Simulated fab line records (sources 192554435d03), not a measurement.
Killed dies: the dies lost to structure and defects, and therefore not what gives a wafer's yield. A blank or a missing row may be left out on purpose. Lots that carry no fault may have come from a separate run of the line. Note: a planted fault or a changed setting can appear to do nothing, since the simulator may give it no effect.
Matching of chambers :: flow n5_finfet :: 3 sister chambers for N5_BEOL_M11_PECVD_70 on pecvd-02
The step deposits SiO2 from TEOS/O2, target thk 20 nm, time 22.7 s. 3 wafers are shown with their chamber, then 11 later ones without.

## WAFERS PAIRED WITH THEIR CHAMBERS
wafer: L089.3
chamber: 0
throttle_valve_pct (%): 24.6

wafer: L089.4
chamber: 2
throttle_valve_pct (%): 22.1

wafer: L090.4
chamber: 1
throttle_valve_pct (%): 23.2

## WAFERS WITHOUT THEIR CHAMBER
wafer: L090.5
throttle_valve_pct (%): 24.4

wafer: L090.6
throttle_valve_pct (%): 22.1

wafer: L092.2
throttle_valve_pct (%): 24.5

wafer: L092.4
throttle_valve_pct (%): 22.9

wafer: L092.5
throttle_valve_pct (%): 24.0

wafer: L094.2
throttle_valve_pct (%): 22.9

wafer: L094.4
throttle_valve_pct (%): 22.1

wafer: L094.6
throttle_valve_pct (%): 23.9

wafer: L096.2
throttle_valve_pct (%): 21.9

wafer: L096.4
throttle_valve_pct (%): 22.9

wafer: L096.6
throttle_valve_pct (%): 24.3

## WHICH CHAMBER EACH WENT THROUGH
wafer: L090.5
from the rows above: 0
in truth: 0

wafer: L090.6
from the rows above: 2
in truth: 2

wafer: L092.2
from the rows above: 0
in truth: 0

wafer: L092.4
from the rows above: can't be placed: 1 or 2
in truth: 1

wafer: L092.5
from the rows above: can't be placed: 0 or 1
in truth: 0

wafer: L094.2
from the rows above: can't be placed: 1 or 2
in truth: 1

wafer: L094.4
from the rows above: 2
in truth: 2

wafer: L094.6
from the rows above: can't be placed: 1 or 0
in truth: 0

wafer: L096.2
from the rows above: 2
in truth: 2

wafer: L096.4
from the rows above: can't be placed: 1 or 2
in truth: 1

wafer: L096.6
from the rows above: 0
in truth: 0
Correct placement for 6 of the 11. These rows do not allow placing 5 (true chamber among the candidates in 5). Wrongly placed: 0.
How it was worked out, from the rows above alone: a wafer's distance from a chamber is the root of the sum, over the readings, of the square of ((its reading less the chamber's mean) divided by the reading's scatter). If the next closest chamber is less than 2 further off than the closest, the wafer can't be placed; otherwise it belongs to the closest. Each chamber's mean is taken over the wafers shown for it. The scatter (one wafer shown for each chamber): square how far every hidden wafer sits from the nearest shown wafer, average those squares and take the square root.
